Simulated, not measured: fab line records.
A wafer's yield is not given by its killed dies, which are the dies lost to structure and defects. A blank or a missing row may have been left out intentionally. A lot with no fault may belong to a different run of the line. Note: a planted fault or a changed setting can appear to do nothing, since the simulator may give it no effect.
Split-lot experiment	flow n5_finfet	21 wafers read across 7 lots, on a route 1938 steps long

## ABOUT THE SPLIT
At N5_BEOL_M3_EXPOSE_08 (exposes mask M3), the setting dose_mj was moved away from the recipe's 33 on 6 of the 21 wafers read, by -3.5% to +4.9%. The other wafers ran this setting at the recipe's value.

## FROM THE SPLIT TO THE READING: what the file shows between them, 9 steps
- N5_BEOL_M3_PEB_09: peb time 60 s
- N5_BEOL_M3_DEVELOP_10: develop time 30 s
- N5_BEOL_M3_DESCUM_16: chemistry O2, time 7 s
- N5_BEOL_M3_ETCH_74: etches underlayer in N2/H2, target depth 6.5 nm, time 5.2 s
- N5_BEOL_M3_ETCH_63: etches SiARC in CF4, target depth 15.6 nm, time 26 s
- N5_BEOL_M3_ETCH_64: etches SOC in N2/H2, target depth 75 nm, overetch 15 nm, time 112.5 s
- N5_BEOL_M3_STRIP_65: strips in N2/H2
- N5_BEOL_M3_STRIP_75: strips in N2/H2
- N5_BEOL_M3_STRIP_66: strips in CF4

## THE READING
BEOL_M3.cd_offset_nm (the simulator's own value, which no gauge read), in nm, at N5_BEOL_M3_HM_OPEN_17 (chemistry Cl2/BCl3, target TiN, target depth 20 nm, overetch 6 nm). No usual value for it is given in the file. The 15 wafers here that ran the recipe average -0.1 nm, standard deviation 0.24 nm.

wafer	tool, chamber at the split	dose_mj as run	against the recipe	BEOL_M3.cd_offset_nm, nm	against lot-mates on the recipe
L078.2	euv_scanner-02, 0	33	recipe	-0.6	-
L078.4	euv_scanner-02, 0	33	recipe	-0.2	-
L078.5	euv_scanner-02, 0	33	recipe	-0.2	-
L080.2	euv_scanner-02, 0	31.84	-3.5%	-0.8	-0.9
L080.3	euv_scanner-02, 0	33	recipe	0	-
L080.6	euv_scanner-02, 0	33	recipe	0.2	-
L083.2	euv_scanner-02, 0	34.61	+4.9%	0.6	+0.6
L083.4	euv_scanner-02, 0	33	recipe	0	-
L083.5	euv_scanner-02, 0	34.61	+4.9%	1	+1.0
L085.1	euv_scanner-02, 0	33	recipe	-0.4	-
L085.4	euv_scanner-02, 0	33	recipe	0	-
L085.6	euv_scanner-02, 0	33	recipe	0	-
L086.4	euv_scanner-02, 0	34.61	+4.9%	0.8	+0.6
L086.5	euv_scanner-02, 0	33	recipe	0.2	-
L086.6	euv_scanner-02, 0	34.61	+4.9%	1	+0.8
L091.3	euv_scanner-02, 0	33	recipe	0	-
L091.4	euv_scanner-02, 0	33	recipe	-0.2	-
L091.6	euv_scanner-02, 0	34.55	+4.7%	0.8	+0.9
L095.1	euv_scanner-02, 0	33	recipe	0	-
L095.3	euv_scanner-02, 0	33	recipe	0	-
L095.2	euv_scanner-02, 0	33	recipe	0.4	-

FIT RESULTS
A straight line over all 21 wafers: BEOL_M3.cd_offset_nm changes by +0.189 nm for each +1% of dose_mj; r = +0.90; the points scatter about the line by 0.22 nm.
The same after taking each lot's own level away (the mean of its wafers on the recipe; 21 wafers): +0.175 nm for each +1%; r = +0.92; scatter 0.18 nm.
That fit puts the effect of the largest move of dose_mj on the reading at 0.85 nm.
Across the lots, their own levels run from -0.33 to 0.20 nm, a range of 2.3 times the standard deviation given above.
So the lot-to-lot level changes the slope little: the two slopes agree.
Check: for one of the wafers moved furthest among these (+4.9%), held out of the fit, the line's prediction against its lot-mates is +0.874 nm. It came out at +0.6 nm against them.

## THESE WAFERS: OTHER SPLITS
Before the reading, these wafers also passed through other splits. Each is held against what the fit with the lots' levels taken away leaves over:
other split on the same wafers	wafers away from the commonest value	r with BEOL_M3.cd_offset_nm (lot level and that fit taken away)
N5_BEOL_M1_EXPOSE_08 dose_mj	6	-0.17
N5_BEOL_M1_ETCH_64 source_w	10	+0.28
N5_BEOL_M3_COAT_62 spin_rpm	7	-0.23

## THE WHOLE CHAIN: every reading that the file lists as answering this split, in the file's order
step	what it does	reading	change (the file's fit)	r (the file's)
N5_BEOL_M3_ETCH_74	etches underlayer in N2/H2, target depth 6.5 nm, time 5.2 s	BEOL_M3.cd_offset_nm (the simulator's own value, which no gauge read)	+0.199 nm for each +1% of the setting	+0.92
N5_BEOL_M3_ETCH_64	etches SOC in N2/H2, target depth 75 nm, overetch 15 nm, time 112.5 s	BEOL_M3.cd_offset_nm (the simulator's own value, which no gauge read)	+0.207 nm for each +1% of the setting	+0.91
N5_BEOL_M3_HM_OPEN_17	chemistry Cl2/BCl3, target TiN, target depth 20 nm, overetch 6 nm	BEOL_M3.cd_offset_nm (the simulator's own value, which no gauge read)	+0.179 nm for each +1% of the setting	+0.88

## THE FILE'S OWN FIT
BEOL_M3.cd_offset_nm changes by +0.179 nm for each +1% of dose_mj, r = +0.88.
